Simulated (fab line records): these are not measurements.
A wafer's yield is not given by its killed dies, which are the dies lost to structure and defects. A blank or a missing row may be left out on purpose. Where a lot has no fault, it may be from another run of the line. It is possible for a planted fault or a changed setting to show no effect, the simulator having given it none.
Chamber matching | flow nand-harc | NHARC_A_STAIRCASE_DESCUM_252 on rie-diel-11 has 4 sister chambers
The step chemistry O2, time 3 s. 4 wafers are shown with their chamber, then 12 later ones without.

== WAFERS WITH THEIR CHAMBER ==
wafer  | chamber | drypump-motor-current-A (A)
L093.1 | 3       | 5.3
L093.6 | 0       | 6.6
L097.4 | 2       | 5.4
L097.6 | 1       | 5.1

== WAFERS WITHOUT THEIR CHAMBER ==
wafer  | drypump-motor-current-A (A)
L097.1 | 5.2
L097.2 | 6.7
L097.5 | 5.4
L096.1 | 6.6
L096.3 | 5.1
L096.6 | 6.6
L095.1 | 5.2
L095.2 | 5.1
L095.5 | 5.4
L095.3 | 5.4
L095.4 | 6.6
L095.6 | 5.1

== THE CHAMBER EACH PASSED THROUGH ==
wafer  | from the rows above     | in truth
L097.1 | can't be placed: 3 or 1 | 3
L097.2 | 0                       | 0
L097.5 | 2                       | 2
L096.1 | 0                       | 0
L096.3 | 1                       | 1
L096.6 | 0                       | 0
L095.1 | can't be placed: 3 or 1 | 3
L095.2 | 1                       | 1
L095.5 | 2                       | 2
L095.3 | 2                       | 2
L095.4 | 0                       | 0
L095.6 | 1                       | 1
Correct placement for 10 of the 12. From these rows, 2 cannot be placed; in 2 the true chamber is one of the candidates. Placed wrongly: 0.
How it was worked out, from the rows above alone: a wafer's distance from a chamber is the root of the sum, over the readings, of the square of ((its reading less the chamber's mean) divided by the reading's scatter). If the next closest chamber is less than 2 further off than the closest, the wafer can't be placed; otherwise it belongs to the closest. A chamber's mean is the mean of its shown wafers. The scatter (one wafer shown for each chamber): square how far every hidden wafer sits from the nearest shown wafer, average those squares and take the square root.
